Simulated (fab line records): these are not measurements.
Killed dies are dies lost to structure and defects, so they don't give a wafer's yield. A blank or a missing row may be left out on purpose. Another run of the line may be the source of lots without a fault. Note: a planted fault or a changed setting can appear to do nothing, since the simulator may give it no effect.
fab line records | flow n5-finfet
record lots=24 wafers=72 last-day=24
route steps=1938 shown BEOL_M2@922 BEOL_M3@931
lots that met no fault: from a run of the same line without faults
start-h: hours from the record's opening day to when the first of the lot's shown wafers began | wait-h: how many hours have passed since the lot's step before this one | " the same as in the row above | L1.1+2: a row that stands for several wafers | - value missing, or start not given | * or withheld: withheld | < > ~ a bound
route shown NAME@n: a module of which the file shows steps, and the number in the route of the first | usual: average and standard deviation across the fault-free wafers | same: alike in all rows | chamber/n: place in a boat | sites: the reading at each site | _std_site: their standard deviation | _edge_site: inner sites' mean taken away from outer sites' mean | radius-mm: how far each site lies from the wafer's centre | mask NAME#n: copy n | behind: the most recent tool/chamber to have shaped the wafer | hold: why the lot went on hold/how many hours it stayed there/how the hold came to an end | device: the transistor (n, p or np) that didn't switch | end of line: the tests these same wafers got at the end of their route | where a step has no rows: the recipe by itself | killed: dies that structure and defects cost at the first sort, which is not the same as the wafer's yield | map: shows each die of a wafer: x if killed, . if not, _ if none is there
set.NAME: the run value of the setting; set.NAME@STEP: its run value at that earlier step | model.NAME: the simulator's own value behind a step, which no gauge read
route steps across a sampled set of lots; one table per step, one row per wafer
services: when a tool's chamber went out of use (start-h, in hours from the record's first day, below 0 if earlier), for how many hours, and the reason
## steps
# step N5_BEOL_M2_ANNEAL_51
# recipe temp-c=225 time-s=90 ambient=N2
# usual wafer_temp_C_max=225.96/0.3
# columns lot.wafer tool chamber start-h wait-h wafer_temp_C_max
L075.1 rtp-anneal-01 0 209.72 0.1 225.56
L075.4 " 0 " " 225.89
L075.6 " 0 " " 225.45
L078.2 rtp-anneal-01 0 210.04 0.1 226.07
L078.4 " 0 " " 225.76
L078.6 " 0 " " 225.78
L077.2 rtp-anneal-01 0 251.71 0.1 225.43
L077.3 " 0 " " 225.69
L077.6 " 0 " " 225.40
L084.1 rtp-anneal-02 0 259.97 0.1 226.03
L084.2 " 0 " " 225.80
L084.3 " 0 " " 225.89
L079.1 rtp-anneal-01 0 261.29 0.1 225.68
L079.2 " 0 " " 225.47
L079.3 " 0 " " 225.89
L074.2 rtp-anneal-02 0 261.57 0.2 225.71
L074.4 " 0 " " 225.81
L074.5 " 0 " " 226.26
L080.1 rtp-anneal-02 0 271.11 0.1 225.92
L080.5 " 0 " " 226.15
L080.6 " 0 " " 226.29
L076.2 rtp-anneal-02 0 271.58 0.1 226.34
L076.4 " 0 " " 226.13
L076.6 " 0 " " 226.18
L083.1 rtp-anneal-02 0 282.81 0.1 226.00
L083.3 " 0 " " 226.64
L083.4 " 0 " " 226.19
L081.2 rtp-anneal-01 0 286.90 0.1 225.70
L081.3 " 0 " " 226.14
L081.5 " 0 " " 225.56
L082.1 rtp-anneal-01 0 298.24 0.1 225.66
L082.5 " 0 " " 225.25
L082.6 " 0 " " 225.98
L085.1 rtp-anneal-01 0 300.97 0.1 226.08
L085.4 " 0 " " 225.94
L085.5 " 0 " " 225.73
L087.2 rtp-anneal-02 0 305.14 0.1 226.00
L087.4 " 0 " " 225.96
L087.6 " 0 " " 226.37
L086.2 rtp-anneal-02 0 309.09 0.1 225.94
L086.3 " 0 " " 226.17
L086.4 " 0 " " 226.41
L088.3 rtp-anneal-02 0 310.27 0.1 225.94
L088.4 " 0 " " 226.20
L088.5 " 0 " " 226.09
L089.2 rtp-anneal-02 0 311.74 0.1 226.10
L089.4 " 0 " " 226.16
L089.5 " 0 " " 226.42
L090.2 rtp-anneal-01 0 315.58 0.1 226.19
L090.5 " 0 " " 225.90
L090.6 " 0 " " 225.88
L091.2 rtp-anneal-01 0 327.44 0.1 226.01
L091.4 " 0 " " 225.76
L091.5 " 0 " " 226.00
L093.2 rtp-anneal-01 0 329.32 0.1 226.11
L093.3 " 0 " " 225.75
L093.4 " 0 " " 225.49
L092.2 rtp-anneal-01 0 331.90 0.1 226.07
L092.3 " 0 " " 225.89
L092.4 " 0 " " 226.10
L094.3 rtp-anneal-01 0 333.17 0.1 226.04
L094.4 " 0 " " 226.11
L094.6 " 0 " " 225.74
L095.4 rtp-anneal-02 0 338.63 0.3 226.20
L095.5 " 0 " " 226.33
L095.6 " 0 " " 225.87
L096.1 rtp-anneal-02 0 346.59 0.1 226.08
L096.2 " 0 " " 226.05
L096.6 " 0 " " 226.36
L097.1 rtp-anneal-02 0 354.34 0.1 226.03
L097.4 " 0 " " 225.63
L097.6 " 0 " " 226.31
# step N5_BEOL_M2_DEP_57
# recipe material=SiCN target-thk-a=80 temp-c=withheld precursor=3MS/NH3 pressure-torr=3 rf-w=202 time-s=14
# usual showerhead-plenum-p-Torr=3.666/0.012 showerhead-vpp-V=861/52 throttle-valve-pct=8.9/0.42
# columns lot.wafer tool chamber start-h wait-h showerhead-plenum-p-Torr showerhead-vpp-V throttle-valve-pct
L075.1 pecvd-03 1 210.51 0.0 3.667 835 9.3
L075.4 " 1 " " 3.680 822 9.1
L075.6 " 2 " " 3.687 942 10.0
L078.2 pecvd-02 2 210.79 0.0 3.638 834 8.6
L078.4 " 1 " " 3.677 758 8.2
L078.6 " 2 " " 3.645 823 8.6
L077.2 pecvd-03 0 252.46 0.0 3.668 789 9.3
L077.3 " 0 " " 3.659 788 9.4
L077.6 " 1 " " 3.666 833 9.1
L084.1 pecvd-02 2 260.77 0.0 3.649 834 8.9
L084.2 " 1 " " 3.685 761 8.3
L084.3 " 0 " " 3.681 865 9.2
L079.1 pecvd-04 1 262.07 0.0 3.676 893 8.9
L079.2 " 2 " " 3.654 911 8.4
L079.3 " 0 " " 3.670 903 8.4
L074.2 pecvd-02 2 262.31 0.0 3.645 812 8.9
L074.4 " 2 " " 3.639 833 8.8
L074.5 " 0 " " 3.668 858 9.1
L080.1 pecvd-04 1 271.89 0.0 3.671 880 9.1
L080.5 " 1 " " 3.674 886 9.1
L080.6 " 0 " " 3.672 919 8.5
L076.2 pecvd-04 2 272.32 0.0 3.654 923 8.5
L076.4 " 2 " " 3.659 910 8.4
L076.6 " 1 " " 3.671 879 9.1
L083.1 pecvd-03 1 283.61 0.0 3.672 822 9.5
L083.3 " 0 " " 3.668 801 9.4
L083.4 " 0 " " 3.655 808 9.0
L081.2 pecvd-04 1 287.64 0.0 3.678 887 9.0
L081.3 " 0 " " 3.667 899 8.3
L081.5 " 0 " " 3.675 887 8.6
L082.1 pecvd-02 2 299.13 0.0 3.636 824 8.9
L082.5 " 0 " " 3.671 849 9.4
L082.6 " 1 " " 3.673 773 8.6
L085.1 pecvd-04 2 301.75 0.0 3.662 918 8.2
L085.4 " 1 " " 3.670 884 9.3
L085.5 " 2 " " 3.644 905 8.6
L087.2 pecvd-02 2 305.88 0.0 3.644 836 8.8
L087.4 " 0 " " 3.674 862 9.3
L087.6 " 1 " " 3.672 770 8.3
L086.2 pecvd-03 1 309.83 0.0 3.666 831 9.2
L086.3 " 2 " " 3.675 932 9.1
L086.4 " 2 " " 3.672 954 8.9
L088.3 pecvd-03 0 310.96 0.0 3.656 791 9.4
L088.4 " 2 " " 3.670 924 9.1
L088.5 " 0 " " 3.651 781 9.3
L089.2 pecvd-03 1 312.48 0.0 3.670 839 9.2
L089.4 " 2 " " 3.665 940 8.7
L089.5 " 0 " " 3.664 792 9.3
L090.2 pecvd-04 0 316.47 0.0 3.672 906 8.3
L090.5 " 1 " " 3.667 885 9.1
L090.6 " 2 " " 3.657 915 8.2
L091.2 pecvd-03 1 328.18 0.0 3.677 828 9.3
L091.4 " 2 " " 3.676 948 9.1
L091.5 " 1 " " 3.675 830 9.3
L093.2 pecvd-02 0 330.22 0.0 3.684 874 9.0
L093.3 " 2 " " 3.635 838 9.2
L093.4 " 1 " " 3.681 777 8.1
L092.2 pecvd-04 2 332.64 0.0 3.662 913 8.5
L092.3 " 0 " " 3.676 897 8.5
L092.4 " 1 " " 3.673 877 9.3
L094.3 pecvd-04 0 333.86 0.0 3.671 911 8.5
L094.4 " 1 " " 3.676 868 9.2
L094.6 " 0 " " 3.672 895 8.4
L095.4 pecvd-02 2 339.37 0.0 3.629 829 8.9
L095.5 " 1 " " 3.671 771 8.4
L095.6 " 0 " " 3.683 861 9.2
L096.1 pecvd-04 0 347.43 0.0 3.674 916 8.3
L096.2 " 1 " " 3.667 881 9.4
L096.6 " 2 " " 3.658 914 8.5
L097.1 pecvd-04 0 355.12 0.0 3.677 914 8.6
L097.4 " 1 " " 3.666 886 9.1
L097.6 " 2 " " 3.656 917 8.3
# step N5_BEOL_M3_ILD_DEP_00
# recipe material=SiOC target-thk-a=790 temp-c=350 precursor=DEMS/O2 pressure-torr=5 rf-w=500 time-s=15.3
# usual heater-power-w=492/72 showerhead-plenum-p-Torr=5.702/0.013 showerhead-vpp-V=1355/78 throttle-valve-pct=11.7/0.51
# columns lot.wafer tool chamber start-h wait-h heater-power-w showerhead-plenum-p-Torr showerhead-vpp-V throttle-valve-pct
L075.1 pecvd-01 0 210.66 0.0 408 5.685 1249 12.4
L075.4 " 0 " " 410 5.682 1211 12.5
L075.6 " 1 " " 535 5.714 1333 12.0
L078.2 pecvd-04 0 210.92 0.0 498 5.701 1430 11.0
L078.4 " 1 " " 546 5.693 1374 12.3
L078.6 " 0 " " 510 5.695 1414 11.0
L077.2 pecvd-04 0 252.60 0.0 447 5.710 1406 10.9
L077.3 " 2 " " 454 5.683 1436 11.3
L077.6 " 0 " " 441 5.712 1443 11.1
L084.1 pecvd-01 0 260.90 0.0 509 5.706 1248 12.3
L084.2 " 2 " " 357 5.706 1395 11.0
L084.3 " 1 " " 559 5.722 1316 12.0
L079.1 pecvd-01 1 262.20 0.0 518 5.729 1331 12.0
L079.2 " 0 " " 501 5.689 1239 12.4
L079.3 " 2 " " 377 5.705 1379 10.9
L074.2 pecvd-03 0 262.44 0.0 511 5.694 1259 12.2
L074.4 " 1 " " 446 5.694 1330 12.3
L074.5 " 0 " " 520 5.691 1255 11.9
L080.1 pecvd-03 1 272.02 0.0 471 5.705 1325 12.1
L080.5 " 2 " " 584 5.703 1462 11.8
L080.6 " 1 " " 458 5.694 1292 11.9
L076.2 pecvd-03 0 272.45 0.0 585 5.696 1296 12.0
L076.4 " 1 " " 398 5.710 1340 12.1
L076.6 " 0 " " 573 5.701 1251 12.2
L083.1 pecvd-03 1 283.74 0.0 473 5.720 1320 12.3
L083.3 " 2 " " 530 5.700 1469 12.0
L083.4 " 0 " " 553 5.685 1233 11.9
L081.2 pecvd-03 2 287.77 0.0 586 5.736 1467 11.8
L081.3 " 1 " " 479 5.707 1330 12.0
L081.5 " 0 " " 566 5.702 1246 12.1
L082.1 pecvd-04 0 299.26 0.0 540 5.701 1419 10.9
L082.5 " 1 " " 544 5.701 1374 12.2
L082.6 " 2 " " 453 5.685 1444 11.3
L085.1 pecvd-01 2 301.88 0.0 330 5.704 1366 11.4
L085.4 " 2 " " 333 5.702 1387 11.2
L085.5 " 0 " " 489 5.697 1226 12.5
L087.2 pecvd-01 2 306.01 0.0 373 5.699 1384 10.9
L087.4 " 1 " " 524 5.727 1319 11.9
L087.6 " 0 " " 484 5.688 1234 12.3
L086.2 pecvd-01 2 309.96 0.0 328 5.705 1370 10.9
L086.3 " 0 " " 498 5.703 1222 12.2
L086.4 " 1 " " 592 5.712 1334 11.7
L088.3 pecvd-04 1 311.09 0.0 470 5.682 1399 11.7
L088.4 " 1 " " 459 5.691 1377 12.1
L088.5 " 0 " " 534 5.696 1431 11.0
L089.2 pecvd-04 2 312.61 0.0 399 5.685 1395 11.0
L089.4 " 1 " " 497 5.702 1386 12.1
L089.5 " 2 " " 406 5.678 1398 11.4
L090.2 pecvd-01 0 316.61 0.0 494 5.699 1239 12.2
L090.5 " 2 " " 344 5.702 1338 11.0
L090.6 " 0 " " 475 5.707 1234 12.0
L091.2 pecvd-04 0 328.31 0.0 430 5.700 1432 11.4
L091.4 " 0 " " 438 5.707 1415 11.0
L091.5 " 2 " " 415 5.677 1436 11.3
L093.2 pecvd-04 2 330.35 0.0 479 5.691 1439 11.2
L093.3 " 1 " " 476 5.702 1399 12.5
L093.4 " 1 " " 478 5.709 1386 12.3
L092.2 pecvd-03 2 332.76 0.0 594 5.714 1498 11.7
L092.3 " 0 " " 590 5.684 1250 12.4
L092.4 " 0 " " 600 5.681 1239 12.1
L094.3 pecvd-03 0 333.99 0.0 595 5.690 1248 12.0
L094.4 " 2 " " 572 5.705 1453 11.6
L094.6 " 0 " " 582 5.691 1232 12.2
L095.4 pecvd-01 2 339.50 0.1 391 5.707 1368 11.1
L095.5 " 0 " " 468 5.686 1236 12.1
L095.6 " 1 " " 520 5.720 1327 11.9
L096.1 pecvd-04 0 347.56 0.0 515 5.692 1388 11.0
L096.2 " 2 " " 444 5.689 1439 11.0
L096.6 " 2 " " 449 5.698 1407 11.0
L097.1 pecvd-01 1 355.25 0.0 591 5.708 1319 12.0
L097.4 " 2 " " 391 5.703 1368 11.1
L097.6 " 1 " " 579 5.718 1364 11.7
# step N5_BEOL_M3_ETCH_63
# recipe chemistry=CF4 target=SiARC target-depth-a=156 mask-material=CAR-EUV time-s=26 ion-energy-ev=80 pressure-mtorr=40 source-w=545 bias-w=36 Ar_flow_sccm=100 cf4-flow-sccm=100 ends=cleared
# usual bias-w=36.01/0.11 drypump-motor-current-A=5.6/0.44 etch-rf-on-time-s=26.4/0.48 oes-product-au=0.66/0.064 rf-vpp-V=184.1/1.1 showerhead-plenum-p-Torr=2.15/0.051 throttle-valve-pct=15.52/0.18
# columns lot.wafer tool chamber start-h wait-h bias-w drypump-motor-current-A etch-rf-on-time-s oes-product-au rf-hours-counter-h rf-vpp-V showerhead-plenum-p-Torr throttle-valve-pct
L075.1 rie-diel-04 3 211.95 0.0 36.06 5.8 26.9 0.63 166 186.6 2.15 15.45
L075.4 " 3 " " 35.97 5.8 27.0 0.62 - 182.8 2.15 15.43
L075.6 " 2 " " 36.10 5.1 25.9 0.61 - 183.9 2.21 15.63
L078.2 rie-diel-05 2 212.11 0.0 36.10 5.6 25.8 0.64 150 183.5 2.15 15.53
L078.4 " 1 " " 35.98 5.9 25.6 0.59 - 184.0 2.11 15.75
L078.6 " 0 " " 36.03 5.3 26.8 0.59 - 183.8 2.12 15.70
L077.2 rie-diel-01 3 254.24 0.0 35.87 6.2 26.0 0.76 35 184.1 2.16 15.24
L077.3 " 0 " " 36.10 5.0 27.0 0.63 145 182.3 2.06 15.33
L077.6 " 2 " " 36.11 6.2 26.3 0.74 - 184.6 2.17 15.41
L084.1 rie-diel-01 0 262.83 0.0 35.93 5.0 26.7 0.62 149 183.5 2.06 15.33
L084.2 " 2 " " 36.14 6.2 26.4 0.73 52 184.2 2.17 15.43
L084.3 " 1 " " 35.99 5.6 26.7 0.65 127 184.1 2.16 15.51
L079.1 rie-diel-04 1 263.65 0.0 36.02 5.4 26.0 0.61 216 182.5 2.14 15.98
L079.2 " 0 " " 35.93 5.3 26.6 0.70 72 186.1 2.25 15.67
L079.3 " 3 " " 36.13 5.8 26.6 0.62 186 184.3 2.14 15.47
L074.2 rie-diel-04 0 264.00 0.0 36.11 5.3 26.6 0.69 72 186.1 2.25 15.67
L074.4 " 2 " " 35.95 5.1 25.6 0.60 225 185.6 2.20 15.69
L074.5 " 3 " " 36.17 5.8 27.0 0.62 - 183.7 2.14 15.49
L080.1 rie-diel-01 3 273.02 0.0 35.98 6.2 25.8 0.76 43 184.8 2.16 15.24
L080.5 " 1 " " 35.78 5.6 26.4 0.64 - 185.2 2.16 15.52
L080.6 " 2 " " 36.02 6.2 26.1 0.72 - 185.9 2.17 15.44
L076.2 rie-diel-01 0 275.31 0.0 36.08 5.0 26.8 0.62 153 184.7 2.06 15.35
L076.4 " 3 " " 35.80 6.2 25.7 0.75 - 184.8 2.16 15.25
L076.6 " 0 " " 35.99 5.0 26.7 0.63 - 182.9 2.06 15.34
L083.1 rie-diel-04 1 285.30 0.0 36.19 5.4 26.2 0.60 224 186.2 2.13 15.98
L083.3 " 2 " " 36.01 5.1 26.0 0.59 233 183.9 2.20 15.69
L083.4 " 0 " " 36.01 5.3 26.9 0.68 80 186.2 2.25 15.68
L081.2 rie-diel-01 0 288.83 0.0 36.04 5.0 26.9 0.62 158 182.0 2.06 15.37
L081.3 " 3 " " 35.89 6.2 25.9 0.75 49 184.8 2.16 15.25
L081.5 " 2 " " 36.02 6.2 26.2 0.73 - 184.4 2.17 15.46
L082.1 rie-diel-05 1 301.78 0.0 36.08 6.0 25.7 0.81 5 183.9 2.10 15.29
L082.5 " 0 " " 35.88 5.3 27.1 0.57 - 184.5 2.11 15.78
L082.6 " 3 " " 35.87 5.9 25.3 0.83 - 183.5 2.11 15.33
L085.1 rie-diel-04 1 303.00 0.0 36.04 5.4 26.1 0.60 229 185.3 2.13 16.00
L085.4 " 2 " " 36.14 5.1 25.9 0.58 237 184.9 2.20 15.71
L085.5 " 3 " " 35.98 5.8 27.0 0.61 - 184.9 2.14 15.50
L087.2 rie-diel-04 3 307.59 0.0 35.93 5.8 27.1 0.60 200 182.1 2.14 15.50
L087.4 " 2 " " 36.01 5.0 25.8 0.59 240 184.9 2.20 15.74
L087.6 " 3 " " 35.89 5.8 26.8 0.61 - 184.4 2.14 15.50
L086.2 rie-diel-01 1 312.79 0.0 35.93 5.6 26.7 0.64 141 182.9 2.16 15.54
L086.3 " 2 " " 35.83 6.1 26.4 0.71 68 183.6 2.16 15.47
L086.4 " 0 " " 36.17 5.0 26.6 0.61 - 184.7 2.05 15.39
L088.3 rie-diel-01 1 313.05 0.0 35.87 5.6 26.4 0.64 141 184.7 2.16 15.52
L088.4 " 0 " " 35.92 5.0 26.5 0.61 - 183.1 2.05 15.39
L088.5 " 2 " " 36.08 6.2 26.2 0.72 - 186.3 2.16 15.46
L089.2 rie-diel-01 3 313.81 0.0 35.97 6.2 25.7 0.75 53 185.4 2.15 15.27
L089.4 " 2 " " 35.79 6.2 26.3 0.71 68 183.7 2.16 15.47
L089.5 " 2 " " 35.89 6.2 26.1 0.71 - 185.1 2.16 15.45
L090.2 rie-diel-01 1 318.51 0.0 35.99 5.6 26.3 0.64 143 183.6 2.16 15.53
L090.5 " 0 " " 35.91 5.0 26.7 0.61 - 182.7 2.05 15.40
L090.6 " 1 " " 35.95 5.6 26.2 0.64 - 184.5 2.16 15.53
L091.2 rie-diel-04 1 329.56 0.0 35.95 5.4 25.9 0.60 236 183.8 2.13 16.01
L091.4 " 0 " " 36.09 5.3 26.9 0.67 93 185.9 2.24 15.71
L091.5 " 3 " " 35.97 5.8 27.2 0.60 - 182.8 2.13 15.51
L093.2 rie-diel-04 0 332.52 0.0 35.79 5.3 27.2 0.66 93 185.5 2.24 15.70
L093.3 " 1 " " 36.33 5.4 26.1 0.60 237 184.6 2.13 16.04
L093.4 " 3 " " 36.10 5.8 27.4 0.60 206 184.5 2.13 15.52
L092.2 rie-diel-01 1 334.22 0.0 36.26 5.6 26.5 0.63 148 182.3 2.16 15.54
L092.3 " 0 " " 36.07 5.0 27.0 0.61 171 183.3 2.05 15.39
L092.4 " 3 " " 36.03 6.2 26.0 0.73 59 184.6 2.15 15.29
L094.3 rie-diel-05 0 337.32 0.0 36.03 5.3 26.9 0.83 2 183.9 2.11 15.29
L094.4 " 1 " " 36.00 5.9 25.8 0.78 17 182.3 2.10 15.32
L094.6 " 2 " " 36.01 5.7 26.1 0.60 - 182.9 2.14 15.61
L095.4 rie-diel-01 0 341.85 0.0 35.95 5.0 26.9 0.60 173 182.3 2.05 15.40
L095.5 " 2 " " 35.99 6.1 26.2 0.70 - 184.0 2.16 15.48
L095.6 " 3 " " 35.81 6.2 26.0 0.74 - 184.3 2.15 15.30
L096.1 rie-diel-01 1 348.74 0.0 36.03 5.6 26.0 0.64 151 184.0 2.16 15.57
L096.2 " 2 " " 36.16 6.1 26.0 0.71 77 183.2 2.16 15.48
L096.6 " 2 " " 36.17 6.2 26.0 0.71 - 185.1 2.16 15.50
L097.1 rie-diel-01 0 355.97 0.0 36.05 5.0 27.1 0.61 176 184.9 2.05 15.39
L097.4 " 2 " " 36.04 6.2 26.4 0.70 79 184.7 2.16 15.49
L097.6 " 0 " " 36.01 5.0 26.9 0.60 - 183.9 2.05 15.40
# step N5_BEOL_M3_CD_MEAS_28
# recipe target-cd-nm=25.7 landing-energy-ev=500 detector=se-inlens target-cd-y-nm=23.3 polarity=opening
# usual cd-nm=25.69/0.26
# columns lot.wafer tool chamber start-h wait-h cd-nm
L075.1 cd-sem-03 0 212.66 - 25.63
L075.4 " 0 " " 26.07
L075.6 " 0 " " 25.52
L078.2 cd-sem-01 0 212.94 - 25.79
L078.4 " 0 " " 25.25
L078.6 " 0 " " 25.47
L077.2 cd-sem-03 0 255.06 - 25.85
L077.3 " 0 " " 25.73
L077.6 " 0 " " 25.85
L084.1 cd-sem-02 0 263.72 - 25.83
L084.2 " 0 " " 25.98
L084.3 " 0 " " 26.36
L079.1 cd-sem-02 0 264.47 - 25.95
L079.2 " 0 " " 25.65
L079.3 " 0 " " 25.61
L074.2 cd-sem-01 0 264.94 - 25.49
L074.4 " 0 " " 25.65
L074.5 " 0 " " 25.30
L080.1 cd-sem-03 0 273.74 - 26.00
L080.5 " 0 " " 26.07
L080.6 " 0 " " 25.98
L076.2 cd-sem-03 0 276.48 - 25.84
L076.4 " 0 " " 25.34
L076.6 " 0 " " 25.51
L083.1 cd-sem-01 0 286.00 - 26.17
L083.3 " 0 " " 26.09
L083.4 " 0 " " 25.64
L081.2 cd-sem-03 0 289.65 - 25.86
L081.3 " 0 " " 25.74
L081.5 " 0 " " 25.56
L082.1 cd-sem-03 0 303.00 - 26.08
L082.5 " 0 " " 25.74
L082.6 " 0 " " 25.61
L085.1 cd-sem-03 0 305.26 - 25.66
L085.4 " 0 " " 25.68
L085.5 " 0 " " 25.50
L087.2 cd-sem-02 0 308.29 - 25.46
L087.4 " 0 " " 26.20
L087.6 " 0 " " 25.48
L086.2 cd-sem-01 0 313.48 - 25.80
L086.3 " 0 " " 25.45
L086.4 " 0 " " 25.56
L088.3 cd-sem-01 0 313.75 - 25.97
L088.4 " 0 " " 25.82
L088.5 " 0 " " 25.67
L089.2 cd-sem-01 0 314.51 - 25.67
L089.4 " 0 " " 25.52
L089.5 " 0 " " 25.77
L090.2 cd-sem-02 0 319.31 - 25.23
L090.5 " 0 " " 25.56
L090.6 " 0 " " 25.60
L091.2 cd-sem-02 0 330.30 - 25.30
L091.4 " 0 " " 25.75
L091.5 " 0 " " 25.19
L093.2 cd-sem-02 0 333.31 - 25.71
L093.3 " 0 " " 25.38
L093.4 " 0 " " 25.37
L092.2 cd-sem-02 0 334.92 - 25.71
L092.3 " 0 " " 26.15
L092.4 " 0 " " 25.39
L094.3 cd-sem-01 0 338.14 - 25.72
L094.4 " 0 " " 25.71
L094.6 " 0 " " 26.02
L095.4 cd-sem-02 0 342.74 - 25.66
L095.5 " 0 " " 25.58
L095.6 " 0 " " 25.82
L096.1 cd-sem-01 0 349.57 - 25.89
L096.2 " 0 " " 25.60
L096.6 " 0 " " 26.18
L097.1 cd-sem-03 0 356.89 - 25.41
L097.4 " 0 " " 25.57
L097.6 " 0 " " 25.26
# step N5_BEOL_M3_DEGAS_44
# recipe ambient=vacuum temp-c=250 time-s=60
# usual heater-power-w=335/29
# columns lot.wafer tool chamber start-h wait-h heater-power-w
L075.1 pvd-sputter-03 - 250.52 0.4 355
L075.4 " - " " 358
L075.6 " - " " 296
L078.2 pvd-sputter-03 - 253.84 0.3 347
L078.4 " - " " 353
L078.6 " - " " 286
L077.2 pvd-sputter-03 - 264.98 0.3 343
L077.3 " - " " 321
L077.6 " - " " 349
L084.1 pvd-sputter-03 - 272.24 0.5 349
L084.2 " - " " 326
L084.3 " - " " 282
L079.1 pvd-sputter-01 - 275.01 0.2 281
L079.2 " - " " 340
L079.3 " - " " 333
L074.2 pvd-sputter-01 - 277.94 0.3 337
L074.4 " - " " 375
L074.5 " - " " 386
L076.2 pvd-sputter-01 - 297.80 0.3 273
L076.4 " - " " 335
L076.6 " - " " 334
L080.1 pvd-sputter-03 - 297.94 0.4 284
L080.5 " - " " 355
L080.6 " - " " 343
L083.1 pvd-sputter-01 - 303.02 0.6 272
L083.3 " - " " 374
L083.4 " - " " 336
L081.2 pvd-sputter-03 - 309.10 0.4 323
L081.3 " - " " 288
L081.5 " - " " 335
L082.1 pvd-sputter-01 - 318.33 0.2 331
L082.5 " - " " 344
L082.6 " - " " 338
L085.1 pvd-sputter-01 - 318.87 0.2 282
L085.4 " - " " 372
L085.5 " - " " 337
L087.2 pvd-sputter-03 - 324.71 0.1 344
L087.4 " - " " 353
L087.6 " - " " 319
L086.2 pvd-sputter-02 - 329.51 0.1 362
L086.3 " - " " 366
L086.4 " - " " 313
L088.3 pvd-sputter-03 - 332.23 0.6 324
L088.4 " - " " 288
L088.5 " - " " 356
L089.2 pvd-sputter-01 - 333.76 0.4 333
L089.4 " - " " 348
L089.5 " - " " 341
L090.2 pvd-sputter-01 - 338.33 0.3 341
L090.5 " - " " 370
L090.6 " - " " 338
L091.2 pvd-sputter-03 - 338.92 0.4 291
L091.4 " - " " 348
L091.5 " - " " 346
L093.2 pvd-sputter-02 - 373.14 0.3 338
L093.3 " - " " 365
L093.4 " - " " 308
L092.2 pvd-sputter-02 - 376.12 0.3 359
L092.3 " - " " 313
L092.4 " - " " 363
L094.3 pvd-sputter-02 - 382.91 0.7 344
L094.4 " - " " 367
L094.6 " - " " 358
L095.4 pvd-sputter-03 - 383.10 0.1 285
L095.5 " - " " 352
L095.6 " - " " 317
L096.1 pvd-sputter-02 - 383.53 0.4 366
L096.2 " - " " 369
L096.6 " - " " 306
L097.1 pvd-sputter-03 - 393.68 0.4 354
L097.4 " - " " 351
L097.6 " - " " 288
## services
# columns tool chamber start-h hours kind
rtp-anneal-02 - 196.43 3.4 pm
rie-diel-04 1 204.19 22.0 repair
rie-diel-05 3 208.56 14.4 repair
pecvd-01 2 208.61 3.6 repair
pecvd-04 1 211.41 5.5 scheduled-down
pecvd-02 0 213.38 12.1 repair
pecvd-03 2 219.58 4.3 repair
pecvd-04 0 237.35 5.5 scheduled-down
pvd-sputter-01 - 243.28 2.7 repair
pecvd-01 - 255.87 0.3 repair
pecvd-02 0 268.28 7.1 repair
rie-diel-01 1 274.60 2.8 repair
rie-diel-05 3 275.07 11.5 repair
pecvd-04 - 278.98 5.5 pm
rie-diel-05 - 281.26 2.8 pm
pecvd-01 0 290.63 3.5 repair
pecvd-01 - 299.92 1.6 repair
rie-diel-05 0 304.51 6.7 repair
rie-diel-01 3 307.71 5.5 repair
pecvd-04 0 319.64 2.1 scheduled-down
pecvd-02 0 345.10 2.8 repair
pecvd-01 - 345.97 2.8 pm
pecvd-03 2 378.09 4.2 repair
pecvd-01 1 391.49 6.6 repair
## key
fault none
